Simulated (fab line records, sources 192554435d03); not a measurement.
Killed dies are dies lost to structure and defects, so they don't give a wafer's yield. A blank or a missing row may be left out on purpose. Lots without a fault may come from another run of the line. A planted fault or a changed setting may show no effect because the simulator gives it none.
fab line records | flow n5_finfet
record lots=10 wafers=30 last_day=18
route steps=1938 shown BEOL_M0@731 TV_LITHO@1883 TV_OPEN@1888 PASSIVATION@1909
lots that met no fault: from a run of the same line without faults
start_h: hours from the record's first day to the start of the lot's first wafer shown | wait_h: hours since the lot's step before | " the same as in the row above | L1.1+2: a row that stands for several wafers | - no value, or no start given | * or withheld: withheld | < > ~ a bound
route shown NAME@n: a module of which the file shows steps, and the number in the route of the first | usual: mean/standard deviation of fault-free wafers | same: alike in all rows | chamber/n: place in a boat | sites: the reading at each site | _std_site: their standard deviation | _edge_site: outer sites' mean less inner sites' | radius_mm: how far each site lies from the wafer's centre | mask NAME#n: copy n | behind: the tool/chamber that last shaped the wafer | hold: why the lot was held/for how many hours/how that ended | device: the transistor (n, p or np) that didn't switch | end of line: the same wafers' tests at the end of the route | a step without rows: its recipe alone | killed: dies lost to structure and defects at the first sort, not the wafer's yield | map: a wafer's dies, x killed, . not, _ none there
set.NAME: the setting as run; set.NAME@STEP: as run at that earlier step | model.NAME: the simulator's own value behind a step, which no gauge read
steps of the route over a sample of lots; a table a step, a row a wafer
services: from which hour (start_h, from the record's first day; less than 0 if before it) a tool's chamber was out of use, for how many hours, and why
## steps
# step N5_BEOL_M0_ALD_136
# recipe material=TaN target_thk_a=* temp_c=275 ald_precursor_family=PDMAT ald_co_reactant=NH3 pressure_torr=3 carrier_flow_sccm=1500 pulse_time_s=2 purge_time_s=3 co_reactant_purge_time_s=2 co_reactant_pulse_time_s=3 ald_cycles=30 precursor_vessel_temp_c=75 precursor_vessel_pressure_torr=26.25 precursor_vessel_carrier_sccm=1000
# usual chamber_pressure_Torr=2.999/0.0076 heater_power_w=418/27 mfc_carrier_sccm=1501/4.8 precursor_vessel_pressure_torr=26.24/0.055
# columns lot.wafer tool chamber start_h wait_h chamber_pressure_Torr heater_power_w mfc_carrier_sccm precursor_vessel_pressure_torr since_wet_clean_h
L766.4 ald_metal-03 0 120.05 0.3 2.997 379 1504 26.23 1321
L766.5 " 0 " " 3.005 391 1500 26.19 -
L766.6 " 1 " " 2.984 389 1507 26.19 -
L767.2 ald_metal-03 0 124.13 0.0 3.004 375 1510 26.29 1325
L767.4 " 2 " " 3.004 447 1513 26.27 1325
L767.6 " 2 " " 3.004 453 1505 26.29 -
L768.1 ald_metal-01 0 129.49 0.1 3.006 411 1504 26.23 5946
L768.2 " 3 " " 2.997 410 1498 26.29 5946
L768.5 " 2 " " 2.986 441 1502 26.21 -
L770.2 ald_metal-03 1 137.92 0.1 3.004 391 1497 26.21 1339
L770.4 " 2 " " 3.002 451 1498 26.23 1339
L770.5 " 0 " " 2.999 380 1494 26.28 -
L772.1 ald_metal-03 2 155.98 0.0 2.993 456 1507 26.22 1357
L772.3 " 3 " " 2.993 406 1497 26.18 1357
L772.6 " 0 " " 3.018 384 1503 26.31 -
L779.3 ald_metal-01 1 203.71 0.0 2.994 432 1495 26.28 6021
L779.5 " 0 " " 2.994 418 1504 26.21 -
L779.6 " 3 " " 3.012 421 1508 26.24 -
L782.2 ald_metal-03 2 213.96 0.3 2.995 462 1502 26.15 1415
L782.3 " 0 " " 2.993 379 1498 26.24 1415
L782.4 " 3 " " 3.006 395 1504 26.23 1415
L783.3 ald_metal-01 2 216.08 0.1 2.991 448 1499 26.35 6033
L783.5 " 0 " " 3.006 418 1508 26.21 -
L783.6 " 1 " " 3.001 427 1506 26.28 -
L785.1 ald_metal-01 0 230.23 0.1 2.996 429 1497 26.15 6047
L785.4 " 1 " " 3.001 441 1499 26.27 6047
L785.5 " 0 " " 2.984 423 1494 26.20 -
L788.1 ald_metal-04 3 255.76 0.0 2.996 403 1497 26.16 4534
L788.3 " 0 " " 2.992 424 1504 26.23 4534
L788.5 " 3 " " 3.014 410 1498 26.24 -
# step N5_PASSIVATION_CD_MEAS_10
# recipe target_cd_nm=3000 landing_energy_ev=500 detector=se_inlens
# usual cd_nm=2999.4/2.2
# same landing_energy_ev=500
# columns lot.wafer tool chamber start_h wait_h cd_nm
L766.4 cd_sem-01 0 281.04 - 3000.7
L766.5 " 0 " " 3001.8
L766.6 " 0 " " 3004.4
L767.2 cd_sem-03 0 285.77 - 3003.0
L767.4 " 0 " " 3001.0
L767.6 " 0 " " 3001.8
L768.1 cd_sem-03 0 294.77 - 2999.4
L768.2 " 0 " " 2997.1
L768.5 " 0 " " 2998.9
L770.2 cd_sem-02 0 325.68 - 3000.2
L770.4 " 0 " " 2999.3
L770.5 " 0 " " 2998.6
L772.1 cd_sem-01 0 329.96 - 3000.6
L772.3 " 0 " " 2998.2
L772.6 " 0 " " 2997.9
L779.3 cd_sem-03 0 368.63 - 3003.5
L779.5 " 0 " " 2998.6
L779.6 " 0 " " 3000.9
L782.2 cd_sem-03 0 368.99 - 3000.2
L782.3 " 0 " " 2998.9
L782.4 " 0 " " 3002.0
L785.1 cd_sem-01 0 388.76 - 2999.6
L785.4 " 0 " " 3002.3
L785.5 " 0 " " 2997.6
L783.3 cd_sem-03 0 389.02 - 3000.5
L783.5 " 0 " " 2996.8
L783.6 " 0 " " 2995.7
L788.1 cd_sem-01 0 423.19 - 2999.3
L788.3 " 0 " " 2999.7
L788.5 " 0 " " 2998.4
# step N5_PASSIVATION_VIA_ETCH_13
# recipe chemistry=CHF3/O2 target=SiO2 target_depth_a=6600 CHF3_flow_sccm=50 O2_flow_sccm=5 Ar_flow_sccm=200 time_s=330 mask_material=PR pressure_mtorr=30 source_w=650 bias_w=170 ion_energy_ev=200 ends=cleared
# usual drypump_motor_current_A=5.7/0.45 etch_rf_on_time_s=237/5.3 oes_product_au=0.68/0.051 rf_vpp_V=523/11 showerhead_plenum_p_Torr=2.40/0.08 throttle_valve_pct=18.87/0.16
# columns lot.wafer tool chamber start_h wait_h drypump_motor_current_A etch_rf_on_time_s oes_product_au rf_hours_counter_h rf_vpp_V showerhead_plenum_p_Torr throttle_valve_pct
L766.4 rie_diel-03 0 281.29 0.0 5.5 236 0.66 197 537 2.38 18.71
L766.5 " 1 " " 5.4 234 0.76 - 503 2.35 18.74
L766.6 " 2 " " 6.1 235 0.66 - 528 2.30 18.65
L767.2 rie_diel-05 2 286.07 0.0 4.9 233 0.75 82 517 2.45 18.85
L767.4 " 0 " " 5.6 244 0.61 235 512 2.37 19.05
L767.6 " 0 " " 5.6 249 0.61 - 511 2.37 19.04
L768.1 rie_diel-03 0 295.17 0.0 5.5 235 0.65 201 536 2.38 18.72
L768.2 " 2 " " 6.1 234 0.65 200 528 2.30 18.67
L768.5 " 2 " " 6.1 238 0.65 - 529 2.30 18.66
L770.2 rie_diel-05 2 325.93 0.0 4.8 234 0.74 93 518 2.45 18.86
L770.4 " 0 " " 5.6 241 0.62 247 512 2.37 19.07
L770.5 " 1 " " 6.5 238 0.76 - 535 2.35 18.72
L772.1 rie_diel-06 1 330.51 0.0 5.5 231 0.68 163 526 2.21 18.99
L772.3 " 2 " " 6.0 239 0.67 152 512 2.42 19.20
L772.6 " 0 " " 5.9 240 0.64 - 527 2.47 18.70
L779.3 rie_diel-05 3 368.88 0.0 6.1 232 0.65 207 530 2.38 18.87
L779.5 " 3 " " 6.1 238 0.65 - 532 2.38 18.87
L779.6 " 2 " " 4.9 231 0.73 - 516 2.44 18.89
L782.2 rie_diel-03 2 369.70 0.0 6.1 226 0.65 224 528 2.29 18.69
L782.3 " 0 " " 5.5 229 0.65 227 534 2.37 18.77
L782.4 " 1 " " 5.3 232 0.74 96 501 2.34 18.77
L785.1 rie_diel-05 2 389.22 0.0 4.9 233 0.71 111 517 2.44 18.89
L785.4 " 0 " " 5.6 238 0.82 11 511 2.36 18.70
L785.5 " 0 " " 5.6 236 0.83 - 512 2.36 18.70
L783.3 rie_diel-06 3 389.61 0.0 5.7 248 0.62 214 535 2.49 19.00
L783.5 " 3 " " 5.7 248 0.63 - 536 2.49 19.01
L783.6 " 2 " " 6.1 242 0.65 - 512 2.42 19.21
L788.1 rie_diel-03 2 423.43 0.0 6.1 233 0.63 240 527 2.29 18.72
L788.3 " 1 " " 5.4 228 0.72 111 502 2.34 18.77
L788.5 " 2 " " 6.1 233 0.63 - 527 2.29 18.73
# step N5_PASSIVATION_AL_ETCH_33
# recipe chemistry=Cl2/BCl3 target_depth_a=28000 over_etch_frac=0.15 Cl2_flow_sccm=180 bcl3_flow_sccm=60 target=Al stop_on=TaN time_s=466.7 ion_energy_ev=100 pressure_mtorr=10 icp_w=900 bias_w=100
# usual drypump_motor_current_A=5.5/0.37 mfc_cl2_sccm=179.9/0.56 oes_product_au=0.70/0.084 throttle_valve_pct=34.35/0.27
# columns lot.wafer tool chamber start_h wait_h drypump_motor_current_A mfc_cl2_sccm oes_product_au rf_hours_counter_h throttle_valve_pct
L766.4 rie_metal-01 0 283.20 0.2 6.0 179.8 0.87 - 34.60
L766.5 " 0 " " 6.0 179.9 0.88 - 34.62
L766.6 " 1 " " 5.2 179.6 0.62 - 34.60
L767.2 rie_metal-02 0 287.81 0.1 5.1 180.1 0.74 29 34.00
L767.4 " 1 " " 5.5 180.1 0.61 - 34.05
L767.6 " 1 " " 5.6 180.1 0.61 - 34.07
L768.1 rie_metal-02 1 297.20 0.1 5.6 179.0 0.61 98 34.05
L768.2 " 0 " " 5.1 180.4 0.74 30 33.98
L768.5 " 1 " " 5.5 179.5 0.60 - 34.05
L770.2 rie_metal-02 0 327.59 0.1 5.2 180.1 0.73 33 33.99
L770.4 " 1 " " 5.5 179.5 0.61 - 34.06
L770.5 " 0 " " 5.2 180.9 0.73 - 34.02
L772.1 rie_metal-03 0 331.82 0.1 6.0 179.1 0.62 75 34.48
L772.3 " 0 " " 6.0 179.3 0.63 - 34.44
L772.6 " 1 " " 5.5 180.6 0.77 - 34.23
L779.3 rie_metal-01 0 370.75 0.2 6.0 179.7 0.81 - 34.65
L779.5 " 0 " " 6.0 180.5 0.81 - 34.63
L779.6 " 1 " " 5.1 180.5 0.61 - 34.62
L782.2 rie_metal-03 0 371.35 0.1 6.0 179.5 0.63 78 34.45
L782.3 " 1 " " 5.5 180.5 0.76 - 34.22
L782.4 " 0 " " 6.0 180.6 0.62 - 34.43
L785.1 rie_metal-02 0 390.48 0.1 5.1 179.2 0.71 40 34.03
L785.4 " 0 " " 5.2 180.2 0.71 - 34.02
L785.5 " 0 " " 5.1 179.9 0.71 - 34.03
L783.3 rie_metal-02 0 392.73 0.3 5.1 179.8 0.71 - 34.04
L783.5 " 0 " " 5.1 179.8 0.70 - 34.02
L783.6 " 0 " " 5.1 179.8 0.70 - 34.03
L788.1 rie_metal-01 0 424.71 0.1 6.0 180.2 0.80 15 34.64
L788.3 " 1 " " 5.2 179.0 0.61 - 34.58
L788.5 " 0 " " 6.0 179.9 0.79 - 34.67
# step N5_PASSIVATION_PROBE_49
# usual defect_limited_yield=91.1/1.4 killed_at_M0_to_M3=32/9.3 killed_at_M4_up=13/5.8 killed_at_contacts=12/6.3 killed_at_front_end=44/12 killed_at_other=3.6/2.7 killed_dies=104/17 killed_on_rim=14/3.9 killed_open=69/13 killed_short=34/6.9 sort_bin_5_function=5.2/0.98 sort_bin_6_memory=3.3/0.59 sort_bin_8_speed=0.01/0.039 sort_n_pass=1075/17 sort_yield_pct=91.1/1.4
# same gross_dies=1180 killed_at_back_side=0 sort_bin_4_leakage[%]=0
# columns lot.wafer tool chamber start_h wait_h defect_limited_yield[%] killed_at_M0_to_M3 killed_at_M4_up killed_at_contacts killed_at_front_end killed_at_other killed_dies killed_on_rim killed_open killed_short sort_bin_5_function[%] sort_bin_6_memory[%] sort_bin_8_speed[%] sort_n_pass sort_yield_pct[%]
L768.1 prober-02 - 301.94 0.0 90.1 21 18 24 47 7 117 18 84 32 6.5 3.1 0 1063 90.1
L768.2 prober-02 - 301.99 0.1 91.7 24 23 8 40 3 98 18 56 31 4.0 3.6 0 1082 91.7
L768.5 prober-02 - 302.14 0.2 91.5 27 15 13 38 7 100 12 71 28 5.8 2.5 0 1080 91.5
L770.2 prober-01 - 332.41 0.1 90.7 27 28 8 44 3 110 15 62 48 5.7 3.2 0 1070 90.7
L770.4 prober-01 - 332.51 0.2 86.7 111 9 5 32 0 157 25 48 19 7.1 3.2 0.08 1022 86.6
L770.5 prober-01 - 332.56 0.2 89.9 28 22 7 60 2 119 18 71 44 5.8 3.6 0 1061 89.9
L772.1 prober-01 - 336.53 0.0 82.9 113 12 8 67 2 202 33 82 38 10.1 4.0 0 978 82.9
L772.3 prober-01 - 336.63 0.1 89.7 40 18 9 51 4 122 27 83 33 6.1 3.6 0 1058 89.7
L772.6 prober-01 - 336.78 0.3 91.0 28 18 8 49 3 106 14 70 35 4.4 4.0 0 1074 91.0
L779.3 prober-01 - 375.41 0.1 87.7 25 14 20 82 4 145 21 101 44 7.5 4.7 0 1035 87.7
L779.5 prober-01 - 375.51 0.2 91.9 33 10 10 38 5 96 15 56 39 4.9 3.0 0 1084 91.9
L779.6 prober-01 - 375.56 0.3 90.2 30 16 19 48 3 116 16 80 36 5.8 4.0 0 1064 90.2
L783.3 prober-01 - 398.27 0.1 91.9 27 9 11 47 2 96 14 69 27 4.9 3.1 0 1084 91.9
L783.5 prober-01 - 398.37 0.2 90.1 39 6 26 44 2 117 15 77 39 5.5 4.2 0 1063 90.1
L783.6 prober-01 - 398.42 0.3 91.9 24 13 14 44 1 96 13 63 32 4.7 3.0 0 1084 91.9
L788.1 prober-02 - 429.62 0.0 91.6 27 10 6 54 2 99 9 63 36 5.9 2.2 0 1081 91.6
L788.3 prober-02 - 429.72 0.1 92.4 19 12 20 36 3 90 12 69 20 4.7 2.6 0 1090 92.4
L788.5 prober-02 - 429.82 0.2 89.4 34 8 18 59 6 125 15 92 32 5.8 4.3 0 1055 89.4
# killed by level:class
L768.1 MOL_CONTACT_COAG:geometric_particle:open=19 FIN_SAQP:geometric_particle:open=13 BEOL_M4:geometric_particle:open=10 FIN_SAQP:geometric_particle:short=8 STI_FIN_REVEAL:geometric_particle:open=8 BEOL_M0_SAQP:geometric_particle:open=6 MOL_CONTACT_COAG:geometric_particle:short=5 BEOL_M0_SAQP:geometric_particle:short=5
L768.2 BEOL_M4:geometric_particle:open=13 MOL_CONTACT_COAG:geometric_particle:open=8 BEOL_M0_SAQP:geometric_particle:open=8 HKMG_FIN:area_etch=8 FIN_SAQP:geometric_particle:short=6 GATE_CUT:geometric_particle:short=6 FIN_SAQP:geometric_particle:open=5 BEOL_M0_SAQP:geometric_particle:short=5
L768.5 FIN_SAQP:geometric_particle:open=15 MOL_CONTACT_COAG:geometric_particle:open=12 BEOL_M3:geometric_particle:open=8 FIN_SAQP:geometric_particle:short=7 STI_FIN_REVEAL:geometric_particle:open=7 BEOL_M0_SAQP:geometric_particle:short=7 BEOL_M4:geometric_particle:open=5 BEOL_M4:geometric_particle:short=4
L770.2 BEOL_M4:geometric_particle:open=16 FIN_SAQP:geometric_particle:short=14 FIN_SAQP:geometric_particle:open=8 BEOL_M2:geometric_particle:open=6 DUMMY_GATE:geometric_particle:open=5 BEOL_M3:geometric_particle:open=4 MOL_CONTACT_COAG:geometric_particle:open=4 MOL_CONTACT_COAG:geometric_particle:short=4
L770.4 BEOL_M0:unspecified=88 BEOL_M2:geometric_particle:open=8 DUMMY_GATE:geometric_particle:open=7 STI_FIN_REVEAL:geometric_particle:open=6 BEOL_M1:geometric_particle:open=6 FIN_SAQP:geometric_particle:open=5 FIN_SAQP:geometric_particle:short=4 MOL_CONTACT_COAG:geometric_particle:open=4
L770.5 FIN_SAQP:geometric_particle:short=15 FIN_SAQP:geometric_particle:open=12 STI_FIN_REVEAL:geometric_particle:open=10 BEOL_M2:geometric_particle:open=8 BEOL_M1:geometric_particle:open=7 BEOL_M4:geometric_particle:open=6 BEOL_M5:geometric_particle:open=6 DUMMY_GATE:geometric_particle:open=5
L772.1 BEOL_M0:unspecified=81 FIN_SAQP:geometric_particle:open=16 STI_FIN_REVEAL:geometric_particle:open=16 FIN_SAQP:geometric_particle:short=13 BEOL_M4:geometric_particle:open=9 MOL_CONTACT_COAG:geometric_particle:open=8 BEOL_M1:geometric_particle:open=8 BEOL_M2:geometric_particle:short=7
L772.3 STI_FIN_REVEAL:geometric_particle:open=23 BEOL_M0_SAQP:geometric_particle:short=11 BEOL_M4:geometric_particle:open=10 FIN_SAQP:geometric_particle:open=8 MOL_CONTACT_COAG:geometric_particle:open=8 BEOL_M1:geometric_particle:open=8 BEOL_M0_SAQP:geometric_particle:open=7 BEOL_M2:geometric_particle:open=5
L772.6 STI_FIN_REVEAL:geometric_particle:open=13 DUMMY_GATE:geometric_particle:open=11 BEOL_M2:geometric_particle:open=7 BEOL_M5:geometric_particle:open=7 GATE_CUT:geometric_particle:short=7 BEOL_M1:geometric_particle:open=6 MOL_CONTACT_COAG:geometric_particle:short=5 BEOL_M0_SAQP:geometric_particle:short=5
L779.3 STI_FIN_REVEAL:geometric_particle:open=25 MOL_CONTACT_COAG:geometric_particle:open=15 BEOL_M3:geometric_particle:open=13 FIN_SAQP:geometric_particle:short=9 ILD0:geometric_particle:open=9 FIN_SAQP:geometric_particle:open=8 DUMMY_GATE:geometric_particle:open=6 ILD0:geometric_particle:short=5
L779.5 BEOL_M0_SAQP:geometric_particle:short=10 MOL_CONTACT_COAG:geometric_particle:open=9 FIN_SAQP:geometric_particle:short=8 BEOL_M2:geometric_particle:open=8 STI_FIN_REVEAL:geometric_particle:open=6 BEOL_M3:geometric_particle:open=5 BEOL_M4:geometric_particle:open=5 GATE_CUT:geometric_particle:short=4
L779.6 MOL_CONTACT_COAG:geometric_particle:open=16 FIN_SAQP:geometric_particle:open=13 FIN_SAQP:geometric_particle:short=9 BEOL_M2:geometric_particle:open=8 BEOL_M4:geometric_particle:open=8 STI_FIN_REVEAL:geometric_particle:open=4 DUMMY_GATE:geometric_particle:open=4 BEOL_M0_SAQP:geometric_particle:open=4
L783.3 FIN_SAQP:geometric_particle:open=16 BEOL_M1:geometric_particle:open=11 MOL_CONTACT_COAG:geometric_particle:open=11 FIN_SAQP:geometric_particle:short=8 BEOL_M3:geometric_particle:open=8 STI_FIN_REVEAL:geometric_particle:open=5 BEOL_M0_SAQP:geometric_particle:open=4 STARTING-WAFER:geometric_particle:short=4
L783.5 MOL_CONTACT_COAG:geometric_particle:open=21 BEOL_M1:geometric_particle:open=10 GATE_CUT:geometric_particle:short=8 FIN_SAQP:geometric_particle:open=7 BEOL_M3:geometric_particle:open=7 BEOL_M0_SAQP:geometric_particle:short=7 SPACER0:geometric_particle:open=6 MOL_CONTACT_COAG:geometric_particle:short=5
L783.6 FIN_SAQP:geometric_particle:open=13 MOL_CONTACT_COAG:geometric_particle:open=10 FIN_SAQP:geometric_particle:short=7 GATE_CUT:geometric_particle:short=6 BEOL_M0_SAQP:geometric_particle:open=5 BEOL_M4:geometric_particle:open=5 STI_FIN_REVEAL:geometric_particle:open=4 GATE_CUT:geometric_particle:open=4
L788.1 FIN_SAQP:geometric_particle:open=10 STI_FIN_REVEAL:geometric_particle:open=8 DUMMY_GATE:geometric_particle:open=7 FIN_SAQP:geometric_particle:short=6 BEOL_M0_SAQP:geometric_particle:open=6 STI_FIN_REVEAL:geometric_particle:short=5 MOL_CONTACT_COAG:geometric_particle:open=5 BEOL_M1:geometric_particle:open=5
L788.3 MOL_CONTACT_COAG:geometric_particle:open=18 STI_FIN_REVEAL:geometric_particle:open=12 FIN_SAQP:geometric_particle:open=5 BEOL_M0_SAQP:geometric_particle:short=5 BEOL_M1:geometric_particle:open=5 BEOL_M5:geometric_particle:open=5 BEOL_M2:geometric_particle:open=4 FIN_SAQP:geometric_particle:short=3
L788.5 FIN_SAQP:geometric_particle:open=15 MOL_CONTACT_COAG:geometric_particle:open=15 STI_FIN_REVEAL:geometric_particle:open=14 BEOL_M0_SAQP:geometric_particle:short=9 FIN_SAQP:geometric_particle:short=8 BEOL_M2:geometric_particle:open=7 DUMMY_GATE:geometric_particle:open=6 BEOL_M3:geometric_particle:open=6
## services
# columns tool chamber start_h hours kind
rie_diel-03 2 102.53 7.6 repair
ald_metal-01 1 108.04 4.5 repair
ald_metal-03 - 121.82 2.0 repair
rie_diel-05 1 134.88 12.3 repair
rie_diel-05 - 171.20 2.8 pm
rie_diel-05 0 192.21 5.8 repair
rie_diel-05 - 195.70 0.7 repair
rie_diel-03 2 225.59 2.0 repair
ald_metal-03 3 229.57 6.1 repair
ald_metal-03 - 236.13 1.1 repair
rie_diel-05 0 241.22 3.8 repair
ald_metal-01 3 259.45 5.5 repair
ald_metal-03 - 260.28 2.8 pm
ald_metal-03 0 265.40 12.5 repair
ald_metal-03 1 289.38 26.9 repair
ald_metal-01 - 291.55 8.7 pm
rie_metal-02 0 294.22 2.1 repair
ald_metal-01 2 302.09 3.9 repair
ald_metal-01 - 317.65 2.7 repair
rie_diel-05 0 320.99 2.0 repair
ald_metal-01 - 337.25 14.0 pm
rie_diel-03 1 353.01 10.2 repair
ald_metal-03 1 375.51 26.3 repair
ald_metal-03 3 420.65 6.1 repair
## key
first_sign step=N5_PASSIVATION_PROBE_49 reading=killed_at_M0_to_M3 direction=up sigmas=8.6 usual=32 struck=112
effect step=N5_PASSIVATION_PROBE_49 reading=killed_dies direction=up sigmas=4.5 usual=104 struck=180
more_kills_born_at N5_BEOL_M0_ALD_136@ald_metal-03=169
met_at N5_BEOL_M0_ALD_136
struck_lots L770,L772
struck_wafers L770.4,L772.1
not_acting_at N5_PASSIVATION_CD_MEAS_10,N5_PASSIVATION_VIA_ETCH_13,N5_PASSIVATION_AL_ETCH_33
onset_between 124.13 137.92
fault kind=chamber_particle_source tool=ald_metal-03 chamber=2 onset_h=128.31 steps=N5_BEOL_M0_ALD_136 rate_per_visit_cm2=2.111 end_h=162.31
